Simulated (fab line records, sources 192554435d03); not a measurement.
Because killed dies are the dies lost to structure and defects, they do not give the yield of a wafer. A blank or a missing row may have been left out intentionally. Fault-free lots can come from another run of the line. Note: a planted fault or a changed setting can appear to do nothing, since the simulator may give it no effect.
Which of the tools did it? :: flow n5Finfet :: at 1 step of a route of 1938, 6 lots with 18 wafers sampled

== WHAT EACH GAUGE READ, for each wafer ==
N5_START_INSPECT_01: inspects for defects (unpatterned scan).
lot: L986
measured: day 2 12:02
on: defectInspect-02
rawDefectCount: 8 8 6

lot: L988
measured: day 3 00:02
on: defectInspect-01
rawDefectCount: 8 3 4

lot: L991
measured: day 3 18:02
on: defectInspect-02
rawDefectCount: 6 6 6

lot: L993
measured: day 4 06:02
on: defectInspect-01
rawDefectCount: 4 4 4

lot: L995
measured: day 4 18:02
on: defectInspect-01
rawDefectCount: 3 6 4

lot: L998
measured: day 5 12:02
on: defectInspect-02
rawDefectCount: 7 5 7

== WHAT TOOL EACH LOT RAN ON (gives the tool, then ch and the chambers of the sampled wafers, and finally the start) ==
The record shows no process step preceding these readings.

== THE ANSWER, worked out from the rows above alone ==
Rule: the usual values come from the lots themselves. The widest of any qualifying gaps counts: lots, ordered by their means at a reading, are off when they make up no more than a third of the lots, leave a main group of 4 or more, and stand apart from it by 3 or more times the standard deviation of that group's means. A main group whose means are all the same, to the digits that the tables above print for the reading, isn't used. A lot without any number at a reading at which 4 lots or more have one is off too. The other lots that the step has rows for count as sound.
Across all readings shown, no lot is off: no conclusion can be drawn from this.

== WHAT THE SIMULATOR HAD PUT IN ==
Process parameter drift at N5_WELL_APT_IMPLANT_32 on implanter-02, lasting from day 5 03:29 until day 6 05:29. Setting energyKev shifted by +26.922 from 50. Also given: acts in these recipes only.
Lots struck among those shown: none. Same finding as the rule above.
